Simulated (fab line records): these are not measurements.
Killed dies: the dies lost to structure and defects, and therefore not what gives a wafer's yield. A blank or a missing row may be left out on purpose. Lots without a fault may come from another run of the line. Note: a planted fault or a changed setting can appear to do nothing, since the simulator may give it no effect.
Chamber matching ; flow n5Finfet ; 4 sister chambers for N5_HKMG_FIN_STRIP_92 on rieDiel-01
The step strips SOC in N2/H2, time 20 s. 16 wafers are shown with their chamber, then 8 later ones without.

WAFERS, EACH WITH ITS CHAMBER
wafer;chamber;drypumpMotorCurrentA (A);showerheadPlenumPTorr (Torr);throttleValvePct (%)
L078.1;1;5.9;3.32;19.4
L078.4;0;5.7;3.31;19.3
L078.6;2;5.1;3.29;18.5
L082.1;1;5.8;3.31;19.5
L082.4;3;6.5;3.56;18.8
L082.6;0;5.7;3.31;18.9
L086.2;1;5.9;3.31;19.5
L086.4;0;5.7;3.30;18.9
L086.5;1;5.9;3.30;19.4
L090.1;2;5.1;3.27;18.1
L090.4;3;6.5;3.55;18.8
L090.6;2;5.1;3.27;18.2
L091.1;1;5.8;3.30;19.5
L091.2;2;5.1;3.27;18.1
L091.4;3;6.5;3.55;18.8
L094.3;1;5.8;3.30;19.5

SIGNATURES, as means of the wafers listed above
reading;chamber 0;chamber 1;chamber 2;chamber 3;scatter within a chamber
drypumpMotorCurrentA;5.700;5.850;5.100;6.500;0.0354
showerheadPlenumPTorr;3.3067;3.3067;3.2750;3.5533;0.00799
throttleValvePct;19.033;19.467;18.225;18.800;0.138
Rule: for a wafer and a chamber, the distance is found by dividing, reading by reading, the gap between the wafer's reading and the chamber's mean by the reading's scatter, squaring, summing and taking the root. If the next closest chamber is less than 2 further off than the closest, the wafer can't be placed; otherwise it belongs to the closest. The scatter: the root of (the sum of the squares of (reading less its chamber's mean) over the shown wafers, divided by (wafers less chambers)).

WAFERS MISSING THEIR CHAMBER
wafer;drypumpMotorCurrentA (A);showerheadPlenumPTorr (Torr);throttleValvePct (%)
L094.4;5.8;3.30;19.5
L094.5;6.5;3.55;18.8
L095.1;5.6;3.29;18.9
L095.3;6.5;3.55;18.8
L095.4;6.4;3.55;18.8
L096.1;5.8;3.29;19.5
L096.3;5.6;3.29;18.9
L096.4;5.8;3.29;19.5

WHICH CHAMBER EACH ONE RAN IN
wafer;from the rows above;in truth
L094.4;1;1
L094.5;3;3
L095.1;0;0
L095.3;3;3
L095.4;3;3
L096.1;1;1
L096.3;0;0
L096.4;1;1
8 of 8 placed correctly. Can't be placed from these rows: 0. Placed wrongly: 0.
